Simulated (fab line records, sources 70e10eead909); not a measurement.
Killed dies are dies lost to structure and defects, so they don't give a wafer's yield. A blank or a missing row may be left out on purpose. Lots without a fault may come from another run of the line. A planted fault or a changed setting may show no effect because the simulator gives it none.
A struck lot beside a sound one | flow nand_harc | 23 steps out of a route of 1159
Sound: wafers L467.1, L467.2, L467.6. Struck: wafers L462.2, L462.5, L462.6. The cause comes at the end.
At each step with rows: each side's tool, then ch and its chambers, then its first start. Under that, the readings that differ: sound wafers | struck wafers | difference of the means | sigmas: that difference in standard deviations of wafers without a fault.
alike: readings whose means differ by less than 2 such deviations, and words and numbers that are the same on both sides. not compared: withheld readings, readings that some wafer has no value for, bounds like >300 that may hide the same value, and numbers for which the record gives no deviation and whose values overlap.
The two part at a step that has a row with sigmas, a row that says differs or no value, or rows on one side only. Numbers that don't overlap but have no deviation are shown without sigmas and don't part them. A reading that every wafer of one side lacks parts them only if that side has two wafers or more.

first, 10 steps without rows for these wafers: NHARC_A_M0_SRD_25; NHARC_A_M0_PRE_CLEAN_31 (time 12 s); NHARC_A_M0_DEP_32 (deposits SiCN, target thk 30 nm); NHARC_A_M1_DEP_00 (deposits SiOC, target thk 182.5 nm); NHARC_A_M1_DEHYDRATE_01 (time 120 s); NHARC_A_M1_HMDS_02 (time 30 s); NHARC_A_M1_COAT_34 (time 65 s); NHARC_A_M1_COAT_03 (resist thk 90 nm); NHARC_A_M1_SOFTBAKE_04 (time 55 s); NHARC_A_M1_EBR_05.
NHARC_A_M1_EXPOSE_06: exposes mask A M1, target cd 120 nm.
  sound on arfi_scanner-03 ch 0, day 23 07:58; struck on arfi_scanner-02 ch 0, day 21 03:04
  reading              | sound             | struck            | difference | sigmas
  exposure_dose_mJ_cm2 | 75.14 75.16 75.19 | 87.02 86.97 86.97 | +11.82     | +99 or more
  alike: mask
then, 2 steps without rows for these wafers: NHARC_A_M1_PEB_07 (peb time 65 s); NHARC_A_M1_DEVELOP_08 (develop time 35 s).
NHARC_A_M1_CD_MEAS_09: target cd 120 nm.
  sound on cd_sem-01 ch 0, day 23 08:07; struck on cd_sem-02 ch 0
  reading    | sound             | struck            | difference | sigmas
  cd_nm (nm) | 119.8 118.9 118.8 | 128.1 128.1 128.8 | +9.2       | +13
  not compared: hold
NHARC_A_M1_OVL_MEAS_10: pitch 240 nm.
  sound on overlay-02, day 23 08:12; struck on overlay-01, day 21 09:56
  reading           | sound          | struck                                                                     | difference                   | sigmas
  hold              | - - -          | await_dispo/6.5h/release await_dispo/6.5h/release await_dispo/6.5h/release | no value on the sound wafers |
  overlay_x_nm (nm) | -1.8 -2.0 -2.0 | 1.1 0.3 1.1                                                                | +2.8                         | +3
  overlay_y_nm (nm) | 1.8 2.5 1.9    | -0.8 -0.4 -0.5                                                             | -2.6                         | -3
NHARC_A_M1_DESCUM_14: chemistry O2, time 3 s.
  sound on rie_diel-07 ch 0,1,2, day 23 08:18; struck on rie_diel-05 ch 1,2, day 21 10:02
  reading                     | sound           | struck          | difference | sigmas
  drypump_motor_current_A (A) | 5.4 5.0 5.4     | 6.5 6.6 6.5     | +1.3       | +3
  model.A_M1.cd_nm (nm)       | 120 118.9 119.2 | 128.5 128 128.7 | +9.0       |
  alike: oes_product_au, rf_vpp_V, showerhead_plenum_p_Torr, throttle_valve_pct
  not compared: rf_hours_counter_h
then, 2 steps without rows for these wafers: NHARC_A_M1_ETCH_35 (etches the open film in N2/H2, target depth 40 nm, overetch 12 nm, time 43.94 s); NHARC_A_M1_ETCH_15 (etches the open film in C4F8/Ar, target depth 182.5 nm, time 91.2 s).
NHARC_A_M1_CD_MEAS_16:
  sound on cd_sem-02, day 23 09:03; struck on cd_sem-01, day 21 10:32
  reading    | sound             | struck            | difference | sigmas
  cd_nm (nm) | 120.6 118.0 118.6 | 129.0 128.3 128.6 | +9.6       | +11
  not compared: hold
NHARC_A_M1_STRIP_18: strips in N2/H2.
  sound on rie_diel-09 ch 0,1, day 23 09:07; struck on rie_diel-07 ch 0,2,3, day 21 13:59
  reading | sound | struck                                                                     | difference                   | sigmas
  hold    | - - - | await_dispo/3.3h/release await_dispo/3.3h/release await_dispo/3.3h/release | no value on the sound wafers |
  alike: drypump_motor_current_A, oes_product_au, rf_fwd_power_W, rf_vpp_V, showerhead_plenum_p_Torr, throttle_valve_pct
  not compared: rf_hours_counter_h
NHARC_A_M1_ETCH_28: etches the open film in CF4/N2, target depth 30 nm, time 72.99 s.
  sound on rie_diel-09 ch 0,2; struck on rie_diel-07 ch 0,2,3
  reading               | sound             | struck            | difference | sigmas
  model.A_M1.cd_nm (nm) | 121.1 117.3 117.9 | 128.5 128.6 128.7 | +9.8       |
  alike: drypump_motor_current_A, oes_product_au, rf_fwd_power_W, rf_vpp_V, showerhead_plenum_p_Torr, throttle_valve_pct
  not compared: rf_hours_counter_h
then, 1 step without rows for these wafers: NHARC_A_M1_STRIP_19 (strips in post etch residue remover, time 600 s).
NHARC_END_SORT_01:
  sound on prober-01 ch 0, day 24 21:23; struck on prober-02 ch 0, day 23 04:19
  alike: defect_limited_yield, killed_at_array, killed_at_other, killed_at_periphery, killed_dies, killed_open, killed_short, sort_bin_2_pct, sort_bin_3_pct, sort_bin_4_pct, sort_n_pass, sort_rim_yield_pct, sort_yield_pct

WHERE THEY PART
First at NHARC_A_M1_EXPOSE_06; last, within this record, at NHARC_A_M1_STRIP_18. Later steps at which nothing parts them and some readings are alike: NHARC_A_M1_ETCH_28, NHARC_END_SORT_01.

WHY: what the simulator had put in
Process parameter drift: arfi_scanner-02, from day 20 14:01 on, at NHARC_A_M1_EXPOSE_06. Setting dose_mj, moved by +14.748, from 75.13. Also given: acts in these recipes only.
